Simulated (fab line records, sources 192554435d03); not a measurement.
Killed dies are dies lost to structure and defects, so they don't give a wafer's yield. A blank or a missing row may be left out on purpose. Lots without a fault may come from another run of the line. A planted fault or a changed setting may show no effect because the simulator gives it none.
Chamber matching | flow n5_finfet | N5_BEOL_M1_PRE_CLEAN_60 on cvd_co-01: 3 sister chambers
The step time 15 s. 6 wafers are shown with their chamber, then 10 later ones without.

WAFERS WITH THEIR CHAMBER
wafer  | chamber | heater_power_w (W)
L083.1 | 1       | 126
L083.4 | 1       | 126
L083.6 | 0       | 129
L087.5 | 0       | 128
L088.1 | 2       | 52
L088.4 | 2       | 51

WAFERS WITHOUT THEIR CHAMBER
wafer  | heater_power_w (W)
L088.5 | 128
L091.1 | 52
L091.2 | 129
L091.4 | 52
L092.1 | 125
L092.2 | 131
L092.3 | 52
L093.1 | 51
L093.3 | 126
L093.4 | 126

WHICH CHAMBER EACH WENT THROUGH
wafer  | from the rows above | in truth
L088.5 | 0                   | 0
L091.1 | 2                   | 2
L091.2 | 0                   | 0
L091.4 | 2                   | 2
L092.1 | 1                   | 1
L092.2 | 0                   | 0
L092.3 | 2                   | 2
L093.1 | 2                   | 2
L093.3 | 1                   | 1
L093.4 | 1                   | 1
Placed correctly: 10 of 10. Can't be placed from these rows: 0. Placed wrongly: 0.
How it was worked out, from the rows above alone: a wafer's distance from a chamber is the root of the sum, over the readings, of the square of ((its reading less the chamber's mean) divided by the reading's scatter). The wafer belongs to the nearest chamber; if the next one is less than 2 further off, it can't be placed. A chamber's mean is the mean of its shown wafers. The scatter: the root of (the sum of the squares of (reading less its chamber's mean) over the shown wafers, divided by (wafers less chambers)).
